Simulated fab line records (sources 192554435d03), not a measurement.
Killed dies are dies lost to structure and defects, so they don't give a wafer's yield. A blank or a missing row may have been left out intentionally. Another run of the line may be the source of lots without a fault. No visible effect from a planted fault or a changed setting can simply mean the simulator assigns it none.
Struck lot and sound lot, side by side ; flow n5-finfet ; 14 out of 1938 route steps
Sound: wafers L379.3, L379.4, L379.6. Struck: wafers L398.1, L398.4, L398.5. At the end, the cause is stated.
Per side, at each step with rows, come the tool, then ch with its chambers, and then its first start. Under that, the readings that differ: sound wafers ; struck wafers ; difference of the means ; sigmas: that difference in standard deviations of wafers without a fault.
alike: same words and numbers on both sides, and readings whose means sit less than 2 such deviations apart. not compared: any withheld reading, any reading some wafer has no value for, any bound like >300 that may hide the same value, and any number with overlapping values for which the record gives no deviation.
A row with sigmas, a row that says differs or no value, or rows on one side alone: a step with any of these is where the two part. Numbers that don't overlap but have no deviation are shown without sigmas and don't part them. Lack of a reading on every wafer of one side parts them only where that side has two or more wafers.

N5_BEOL_M7_OVL_MEAS_29:
  sound on overlay-01 ch 0, day 9 21:41; struck on overlay-01 ch 0, day 15 03:11
  alike: V6_OVL
N5_BEOL_M7_INSPECT_30: inspects for defects (brightfield).
  struck on defect-inspect-01, day 15 03:14; sound on defect-inspect-01, day 9 21:44
reading;sound;struck;difference;sigmas
raw-defect-count;310 419 333;611 528 615;+231;+2
then, 1 step without rows for these wafers: N5_BEOL_M7_DESCUM_33 (chemistry O2, time 7 s).
N5_BEOL_M7_ETCH_72: etches underlayer in N2/H2, target depth 6.5 nm, time 5.2 s.
  sound on rie-diel-03 ch 0,2,3, day 9 21:47; struck on rie-diel-01 ch 0,2, day 15 03:18
  alike: chamber-pressure-mTorr, drypump-motor-current-A, etch-rf-on-time-s, n2-flow-sccm, oes-product-au, rf-fwd-power-W, rf-vpp-V, showerhead-plenum-p-Torr, throttle-valve-pct
  not compared: rf-hours-counter-h
N5_BEOL_M7_ETCH_65: etches SiARC in CF4, target depth 15.6 nm, time 26 s.
  sound on rie-diel-03 ch 0,2,3, day 9 21:49; struck on rie-diel-01 ch 0,2, day 15 03:19
  alike: chamber-pressure-mTorr, drypump-motor-current-A, etch-rf-on-time-s, oes-product-au, rf-fwd-power-W, rf-vpp-V, showerhead-plenum-p-Torr, throttle-valve-pct
  not compared: rf-hours-counter-h
N5_BEOL_M7_ETCH_66: etches SOC in N2/H2, target depth 80 nm, overetch 16 nm, time 120 s.
  sound on rie-diel-03 ch 0,2,3, day 9 21:50; struck on rie-diel-01 ch 0,2, day 15 03:21
reading;sound;struck;difference;sigmas
rf-fwd-power-W (W);836.1 839.5 840.0;836.7 829.2 832.6;-5.7;-2
  alike: chamber-pressure-mTorr, drypump-motor-current-A, n2-flow-sccm, oes-product-au, rf-vpp-V, showerhead-plenum-p-Torr, throttle-valve-pct
  not compared: rf-hours-counter-h
then, 2 steps without rows for these wafers: N5_BEOL_M7_STRIP_69 (strips in N2/H2); N5_BEOL_M7_STRIP_73 (strips in N2/H2).
N5_BEOL_M7_VIA_ETCH_34: etches SiCOH lowk in C4F6/O2, target depth 125.5 nm, time 50.5 s.
  sound on rie-diel-03 ch 0,2,3, day 9 21:56; struck on rie-diel-01 ch 0,2, day 15 03:27
  alike: chamber-pressure-mTorr, drypump-motor-current-A, oes-product-au, rf-fwd-power-W, rf-vpp-V, showerhead-plenum-p-Torr, throttle-valve-pct
  not compared: rf-hours-counter-h
then, 1 step without rows for these wafers: N5_BEOL_M7_STRIP_76 (strips in C4F6/O2).
N5_BEOL_M7_STRIP_36: strips in N2/H2.
  sound on rie-diel-03 ch 0,2,3, day 9 21:59; struck on rie-diel-01 ch 0,2, day 15 03:30
  alike: chamber-pressure-mTorr, drypump-motor-current-A, n2-flow-sccm, oes-product-au, rf-vpp-V, showerhead-plenum-p-Torr, throttle-valve-pct
  not compared: rf-hours-counter-h
then, 1 step without rows for these wafers: N5_BEOL_M7_TRENCH_ETCH_37 (etches SiCOH lowk in C4F6/O2, target depth 93.478 nm, time 31.2 s).
N5_BEOL_M7_ETCH_41: etches SiCN in CH3F/O2, target depth 31.9 nm, time 57.8 s.
  sound on rie-diel-03 ch 0,2,3, day 9 22:04; struck on rie-diel-01 ch 0,2, day 15 03:34
reading;sound;struck;difference;sigmas
rf-fwd-power-W (W);391.6 391.7 390.6;488.3 483.0 488.4;+95.3;+60
rf-vpp-V (V);298.7 298.7 297.9;279.0 277.4 277.7;-20.4;-15
model.etch.depth-nm (nm);22.21 21.39 21.61;23.11 23.35 23.12;+1.46;
  alike: chamber-pressure-mTorr, drypump-motor-current-A, oes-product-au, showerhead-plenum-p-Torr, throttle-valve-pct
  not compared: rf-hours-counter-h
then, 1 step without rows for these wafers: N5_BEOL_M7_STRIP_80 (strips in N2/H2, time 10 s).

## WHERE THEY PART
Earliest at N5_BEOL_M7_INSPECT_30; latest, in this record, at N5_BEOL_M7_ETCH_41.

WHY: whatever the simulator had introduced
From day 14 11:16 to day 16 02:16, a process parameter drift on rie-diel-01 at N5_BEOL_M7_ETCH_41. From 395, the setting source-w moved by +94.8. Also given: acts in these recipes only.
